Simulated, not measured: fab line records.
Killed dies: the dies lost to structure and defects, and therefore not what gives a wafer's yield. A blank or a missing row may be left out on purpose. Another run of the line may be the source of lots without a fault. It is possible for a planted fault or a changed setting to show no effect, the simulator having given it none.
Split-lot experiment ; flow n5Finfet ; 21 wafers read from 7 lots, route of 1938 steps

ON THE SPLIT
At N5_BEOL_M7_DESCUM_33 (chemistry O2, time 7 s), the setting timeS was moved away from the recipe's 7 s on 7 of the 21 wafers read, by -19.3% to +17.7%. For the rest of the wafers, this setting stayed at what the recipe calls for.

SPLIT TO READING: what lies between them in the file, 1 step
- N5_BEOL_M7_ETCH_72: etches underlayer in N2/H2, target depth 6.5 nm, time 5.2 s

THE READING
CAR-EUV_of_BEOL_M7_COAT_22.thkNm (the simulator's own value, which no gauge read), in nm, at N5_BEOL_M7_ETCH_65 (etches SiARC in CF4, target depth 15.6 nm, time 26 s). The file does not state a usual value for it. The 14 wafers here that ran the recipe average 11.1 nm, standard deviation 0.099 nm.

wafer;tool, chamber at the split;timeS as run, s;against the recipe;CAR-EUV_of_BEOL_M7_COAT_22.thkNm, nm;against lot-mates on the recipe
L076.1;rieDiel-05, 3,2;7;recipe;11.2;-
L076.6;rieDiel-05, 3,2;7;recipe;11.2;-
L076.3;rieDiel-05, 2;8.24;+17.7%;10.6;-0.6
L078.2;rieDiel-05, 3,1,2;7;recipe;11;-
L078.3;rieDiel-05, 3,1,2;7;recipe;11;-
L078.6;rieDiel-05, 3,1,2;7;recipe;11;-
L080.1;rieDiel-04, 0,2,3;7;recipe;11;-
L080.5;rieDiel-04, 0,2,3;7;recipe;11;-
L080.6;rieDiel-04, 0,2,3;7;recipe;11;-
L086.1;rieDiel-06, 2;5.646;-19.3%;11.6;+0.5
L086.4;rieDiel-06, 3,2;7;recipe;11;-
L086.6;rieDiel-06, 3,2;7;recipe;11.2;-
L085.1;rieDiel-06, 3,2;6.118;-12.6%;11.6;+0.4
L085.4;rieDiel-06, 3,2;6.118;-12.6%;11.6;+0.4
L085.2;rieDiel-06, 1;7;recipe;11.2;-
L093.2;rieDiel-05, 2,1;5.808;-17.0%;11.6;+0.6
L093.5;rieDiel-05, 2;7;recipe;11;-
L093.6;rieDiel-05, 2,1;5.808;-17.0%;11.8;+0.8
L094.1;rieDiel-05, 1,0;7;recipe;11.2;-
L094.4;rieDiel-05, 1,0;7;recipe;11.2;-
L094.6;rieDiel-05, 2;5.918;-15.5%;11.6;+0.4
When a row names more than one chamber, that row covers several wafers, and the file does not tell which wafer ran in which chamber.

THE FIT
A straight line over all 21 wafers: CAR-EUV_of_BEOL_M7_COAT_22.thkNm changes by -0.0325 nm for each +1% of timeS; r = -0.94; the points scatter about the line by 0.1 nm.
The same after taking each lot's own level away (the mean of its wafers on the recipe; 21 wafers): -0.0332 nm for each +1%; r = -0.97; scatter 0.076 nm.
The reading moves by 0.64 nm for the largest change in timeS, on that fit.
The span of the lots' own levels, 11.00 to 11.20 nm, comes to 2.0 times the standard deviation stated above.
The two slopes agree, so the slope changes little with the lot-to-lot level.
Check: +0.677 nm against its lot-mates is what the line predicts for one of the wafers moved furthest among these (-19.3%) when that wafer is left out of the fit. Against them it came out at +0.5 nm.

THESE WAFERS: OTHER SPLITS
Before the reading, these wafers also passed through other splits. Each is held against what the fit with the lots' levels taken away leaves over:
other split on the same wafers;wafers away from the commonest value;r with CAR-EUV_of_BEOL_M7_COAT_22.thkNm (lot level and that fit taken away)
N5_BEOL_M4_TRENCH_ETCH_37 biasW;4;-0.20
N5_BEOL_M5_COAT_22 spinRpm;9;-0.21
N5_BEOL_M5_DEP_56 timeS;5;-0.31
N5_BEOL_M6_EXPOSE_25 doseMj;9;-0.24

THE WHOLE CHAIN: every reading that the file lists as answering this split, in the file's order
step;what it does;reading;change (the file's fit);r (the file's)
N5_BEOL_M7_DESCUM_33;chemistry O2, time 7 s;CAR-EUV_of_BEOL_M7_COAT_22.thkNm (the simulator's own value, which no gauge read);-0.0333 nm for each +1% of the setting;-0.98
N5_BEOL_M7_ETCH_65;etches SiARC in CF4, target depth 15.6 nm, time 26 s;CAR-EUV_of_BEOL_M7_COAT_22.thkNm (the simulator's own value, which no gauge read);-0.0316 nm for each +1% of the setting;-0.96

THE FILE'S OWN FIT
CAR-EUV_of_BEOL_M7_COAT_22.thkNm changes by -0.0316 nm for each +1% of timeS, r = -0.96.
